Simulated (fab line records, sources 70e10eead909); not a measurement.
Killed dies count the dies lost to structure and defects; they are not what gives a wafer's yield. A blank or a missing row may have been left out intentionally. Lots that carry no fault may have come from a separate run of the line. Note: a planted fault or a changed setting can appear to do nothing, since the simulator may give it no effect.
2 desks looking at one fault ; flow nand_harc ; only its own numbers are on each desk; what lay behind them is given at the end

## THE TOOL OWNER'S DESK: rie_diel-05
The tool's own readings at NHARC_P_STI_ETCH_31 (etches the open film in CF4/CHF3, target depth 108.9 nm, time 54.5 s): means of the sampled wafers that have a number, for each lot that ran on this tool. Any lot whose mean is over 4 standard deviations away from the usual mean is out of limits and marked OUT; that distance is given in the brackets. It has 8 readings; the 7 that lie furthest out on some lot are the ones shown.
Columns: A = bias_w at NHARC_P_STI_ETCH_31, usual 200.0 W; B = cf4_flow_sccm at NHARC_P_STI_ETCH_31, usual 100.02 sccm; C = drypump_motor_current_A at NHARC_P_STI_ETCH_31, usual 5.6 A; D = mfc_ar_sccm at NHARC_P_STI_ETCH_31, usual 0.014 sccm; E = oes_product_au at NHARC_P_STI_ETCH_31, usual 0.970 a.u.; F = showerhead_plenum_p_Torr at NHARC_P_STI_ETCH_31, usual 1.63 Torr; G = throttle_valve_pct at NHARC_P_STI_ETCH_31, usual 16.803 %
lot;first seen here;A;B;C;D;E;F;G
L921;day 3 15:10;200.0;100.36;5.7;0.014;0.966;1.63;16.805
L922;day 4 02:19;200.4;100.17;5.4;0.014;0.975;1.63;16.800
L924;day 4 20:35;199.9;99.90;5.6;0.016;0.978;1.63;16.793
L925;day 5 10:21;199.8;100.19;5.2;0.014;0.969;1.62;16.798
L926;day 5 17:02;199.4;100.08;5.2;0.014;0.926;1.62;16.796
L940;day 11 15:11;199.5;99.99;5.5;0.026;0.973;1.60;16.792
Result from this desk: across the 6 lots, nothing is out of limits.

## FROM THE METROLOGY DESK
What the gauges read for every lot (on any tool): the sampled wafers with a number, averaged. Any lot whose mean is over 4 standard deviations away from the usual mean is out of limits and marked OUT; that distance is given in the brackets.
Columns: A = cd_nm at NHARC_P_ZERO_WELL_CD_MEAS_11, usual 500.7 nm
lot;first seen here;A
L919;day 1 21:14;503.2
L921;day 2 17:15;500.3
L922;day 3 03:07;502.9
L924;day 3 23:07;503.0
L925;day 4 09:14;503.6
L926;day 4 19:23;501.8
L928;day 5 15:14;499.1
L929;day 6 01:15;499.5
L936;day 8 23:14;499.7
L937;day 9 09:14;501.7
L940;day 10 15:07;499.5
L942;day 11 11:07;503.9
Result from this desk: across the 12 lots, nothing is out of limits.

## PUT TOGETHER
The tool owner's desk saw nothing out of limits.
Metrology desk: nothing out of limits seen.

## WHAT HAD BEEN PUT IN BY THE SIMULATOR
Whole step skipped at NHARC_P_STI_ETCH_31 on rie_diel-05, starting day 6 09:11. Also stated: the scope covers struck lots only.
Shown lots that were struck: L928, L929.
